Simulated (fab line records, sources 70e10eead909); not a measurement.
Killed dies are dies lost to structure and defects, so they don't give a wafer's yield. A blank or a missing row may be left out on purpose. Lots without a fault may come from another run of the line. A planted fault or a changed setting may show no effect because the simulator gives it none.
Chamber matching | flow nand_harc | NHARC_A_BLC_ALD_23 on ald_metal-04: 4 sister chambers
The step deposits TiN, target thk 3 nm, pulse time 1 s, ald cycles 150. 14 wafers are shown with their chamber, then 7 later ones without.

WAFERS WITH THEIR CHAMBER
wafer  | chamber | heater_power_w (W) | precursor_pulse_height_rel
L075.1 | 2       | 1052               | 1.024
L075.2 | 0       | 977                | 0.969
L075.4 | 1       | 1181               | 0.985
L076.1 | 0       | 983                | 0.979
L076.4 | 2       | 1070               | 0.994
L076.6 | 3       | 1161               | 0.999
L079.1 | 0       | 1008               | 1.015
L079.4 | 3       | 1144               | 1.005
L079.5 | 2       | 1092               | 1.003
L081.2 | 3       | 1145               | 0.989
L081.5 | 0       | 985                | 0.969
L081.6 | 3       | 1145               | 1.014
L092.1 | 1       | 1089               | 0.982
L092.3 | 0       | 991                | 0.977

SIGNATURES (means of the wafers above)
reading                    | chamber 0 | chamber 1 | chamber 2 | chamber 3 | scatter within a chamber
heater_power_w             | 988.80    | 1135.00   | 1071.33   | 1148.75   | 24.1
precursor_pulse_height_rel | 0.98180   | 0.98350   | 1.00700   | 1.00175   | 0.0151
Rule: a wafer's distance from a chamber is the root of the sum, over the readings, of the square of ((its reading less the chamber's mean) divided by the reading's scatter). The wafer belongs to the nearest chamber; if the next one is less than 2 further off, it can't be placed. The scatter: the root of (the sum of the squares of (reading less its chamber's mean) over the shown wafers, divided by (wafers less chambers)).

WAFERS WITHOUT THEIR CHAMBER
wafer  | heater_power_w (W) | precursor_pulse_height_rel
L092.6 | 960                | 1.012
L093.1 | 998                | 1.001
L093.4 | 1213               | 0.970
L093.6 | 986                | 0.996
L096.2 | 1189               | 0.992
L096.5 | 1192               | 1.014
L096.6 | 974                | 0.989

WHICH CHAMBER EACH WENT THROUGH
wafer  | from the rows above     | in truth
L092.6 | 0                       | 0
L093.1 | can't be placed: 0 or 2 | 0
L093.4 | can't be placed: 1 or 3 | 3
L093.6 | 0                       | 0
L096.2 | can't be placed: 3 or 1 | 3
L096.5 | can't be placed: 3 or 1 | 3
L096.6 | 0                       | 0
Placed correctly: 3 of 7. Can't be placed from these rows: 4 (the true chamber is among the candidates in 4). Placed wrongly: 0.
